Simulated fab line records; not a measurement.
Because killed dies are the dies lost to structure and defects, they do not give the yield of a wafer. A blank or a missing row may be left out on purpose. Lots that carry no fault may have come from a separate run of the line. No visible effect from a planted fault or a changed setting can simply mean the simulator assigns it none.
8D (eight disciplines) problem report, filled in by code | flow nandHarc | the parts of the form that need people (team, actions taken, sign-off) are left out

== 1. WHAT IS WRONG ==
killedAtPeriphery at NHARC_END_SORT_01 reads a mean of 67.0 on 6 wafers of 2 lots; wafers without a fault read 3.2 with a standard deviation of 2.3. Relative to the usual mean, that is a shift of +28 standard deviations.
Seen first at day 22 01:38 on prober-02, wafer L684.1. The record has a number at this step for 36 wafers belonging to 12 lots. The rule behind "out" and "out of limits": a value lying over 4 standard deviations away from the usual mean. All remaining wafers that have a number are taken as sound.

== 2. WHAT IT IS AND WHAT IT IS NOT ==
question                    | is                                                                                         | is not
which readings at this step | killedAtPeriphery, defectLimitedYield, killedDies, sort_bin_3_pct, sortNPass, sortYieldPct | killedAtArray, killedAtOther, killedOpen
which lots                  | L684, L687                                                                                 | L675, L676, L677, L678, L679, L681, L683, L685, L686, L694
which wafers of those lots  | all that have a number                                                                     | -
read on which gauges        | prober-02                                                                                  | prober-01
when                        | from day 22 01:38                                                                          | up to then (21 sound wafers); but 9 sound wafers of L685, L686, L694 came after

== 3. WHAT RULES OUT EACH SUSPECT ==
Counting: a tool at a process step up to the reading stays a suspect if it ran every lot that is out and no sound lot after the first of them.
- the gauge at NHARC_END_SORT_01: kept. All the wafers that are out were read on prober-02, and no step on other tools shows them out.
- rieDiel-10 at NHARC_P_M1_ETCH_15 (etches the open film in C4F8/Ar, target depth 182.5 nm, time 91.2 s): kept. It processed each lot that is out, first L684 at day 8 07:32, and no sound lot thereafter; up to then, the last sound lot it processed was L683 at day 8 00:52.
Left after counting: rieDiel-10 at NHARC_P_M1_ETCH_15, prober-02 at NHARC_END_SORT_01.

== 4. THE CAUSE (what the simulator had put in) ==
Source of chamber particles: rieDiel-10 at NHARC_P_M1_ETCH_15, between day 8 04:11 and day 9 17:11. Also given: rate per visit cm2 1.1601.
Counting left 2 suspects, and this tool is among them.

== 5. THE CHAIN OF EFFECTS, in route order ==
One row per reading whose mean, taken over the struck wafers that have a number, lies over 3 standard deviations from the usual. Only readings whose record carries a usual standard deviation are examined. hours: median over the lots of the time between each lot's start at the first step of this table that gives one and its start at this step. sigmas: the change, counted in usual standard deviations.
hours | step              | reading            | usual  | on struck wafers | change | sigmas
0     | NHARC_END_SORT_01 | defectLimitedYield | 95.2 % | 84.5             | -10.7  | -5.6
0     | NHARC_END_SORT_01 | killedAtPeriphery  | 3.2    | 67.0             | +63.8  | +28
0     | NHARC_END_SORT_01 | killedDies         | 33     | 105              | +72    | +5.5
0     | NHARC_END_SORT_01 | sort_bin_2_pct     | 1.5 %  | 5.9              | +4.4   | +5.5
0     | NHARC_END_SORT_01 | sort_bin_3_pct     | 0.27 % | 3.50             | +3.23  | +15
0     | NHARC_END_SORT_01 | sortNPass          | 644    | 572              | -72    | -5.5
0     | NHARC_END_SORT_01 | sortRimYieldPct    | 96.0 % | 86.3             | -9.7   | -3.3
0     | NHARC_END_SORT_01 | sortYieldPct       | 95.2 % | 84.5             | -10.7  | -5.6

== 6. WHAT WOULD HAVE CAUGHT IT SOONER ==
Counted from the fault's start at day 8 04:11, it took 333 hours until the first out-of-limits reading at a measuring or inspecting step in this record, taken at day 22 01:38.
Tool readings at NHARC_P_M1_ETCH_15 with a usual standard deviation given in the record: none out on any struck wafer, hence no alarm at a limit of 4 standard deviations on them.
The start of NHARC_P_M1_ETCH_15 on rieDiel-10 came by day 22 01:38 for every one of the lots that are out (2). Holding the tool at that point would not have protected any of them.
